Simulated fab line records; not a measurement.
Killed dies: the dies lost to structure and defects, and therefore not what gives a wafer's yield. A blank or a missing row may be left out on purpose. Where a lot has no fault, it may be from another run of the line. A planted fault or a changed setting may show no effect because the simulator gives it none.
Matching of chambers    flow nand-harc    4 sister chambers for NHARC_P_GATE_DESCUM_48 on rie-diel-08
The step chemistry O2, time 3 s. 24 wafers are shown with their chamber, then 12 later ones without.

WAFERS WITH THEIR CHAMBER
wafer   chamber  drypump-motor-current-A (A)  rf-vpp-V (V)  o2-flow-sccm (sccm)
L074.2  0        5.5                          57.4          199.8
L074.4  2        5.3                          57.9          200.6
L074.5  2        5.3                          59.2          200.4
L075.2  3        6.1                          58.6          199.3
L075.3  2        5.3                          57.1          200.3
L075.5  0        5.5                          55.0          199.4
L077.2  1        5.1                          58.0          199.9
L077.4  2        5.3                          57.6          200.5
L077.6  2        5.3                          59.1          200.0
L080.3  2        5.3                          57.7          200.0
L080.4  1        5.1                          56.8          200.6
L080.6  1        5.1                          57.0          201.2
L081.1  0        5.5                          58.5          200.1
L081.5  0        5.5                          57.5          199.4
L081.6  3        6.0                          59.9          199.6
L086.2  3        6.0                          59.2          199.6
L086.3  2        5.3                          57.6          199.4
L086.6  2        5.3                          57.4          200.7
L088.3  0        5.5                          57.9          200.3
L088.4  1        5.1                          58.0          199.2
L088.6  0        5.5                          56.5          199.0
L089.2  0        5.5                          57.4          198.8
L089.3  2        5.3                          57.7          199.9
L089.6  0        5.5                          59.5          199.6

SIGNATURES (averages over the wafers above)
reading                  chamber 0  chamber 1  chamber 2  chamber 3  scatter within a chamber
drypump-motor-current-A  5.500      5.100      5.300      6.033      0.0183
rf-vpp-V                 57.462     57.450     57.922     59.233     0.969
o2-flow-sccm             199.550    200.225    200.200    199.500    0.525
Rule: for each reading, subtract the chamber's mean from the wafer's reading, divide by that reading's scatter and square the result; add these up over the readings and take the root, which gives the wafer's distance from the chamber. The wafer belongs to the nearest chamber; if the next one is less than 2 further off, it can't be placed. How the scatter is found: for the shown wafers, subtract from each reading the mean of its chamber, square and add these, divide the total by (wafers less chambers), then take the root.

WAFERS MISSING THEIR CHAMBER
wafer   drypump-motor-current-A (A)  rf-vpp-V (V)  o2-flow-sccm (sccm)
L093.2  5.5                          57.3          199.7
L093.3  6.0                          56.9          200.1
L093.4  5.1                          58.4          200.0
L095.1  5.1                          56.7          199.9
L095.2  5.3                          58.5          200.3
L095.5  5.1                          59.5          200.1
L094.1  6.0                          59.1          200.8
L094.2  5.5                          55.7          200.1
L094.5  5.3                          57.0          199.7
L096.1  6.0                          57.9          199.5
L096.3  5.1                          57.8          201.3
L096.4  5.3                          58.3          199.5

CHAMBER TAKEN BY EACH
wafer   from the rows above  in truth
L093.2  0                    0
L093.3  3                    3
L093.4  1                    1
L095.1  1                    1
L095.2  2                    2
L095.5  1                    1
L094.1  3                    3
L094.2  0                    0
L094.5  2                    2
L096.1  3                    3
L096.3  1                    1
L096.4  2                    2
Placed correctly: 12 of 12. Not placeable from these rows: 0. Placed wrongly: 0.
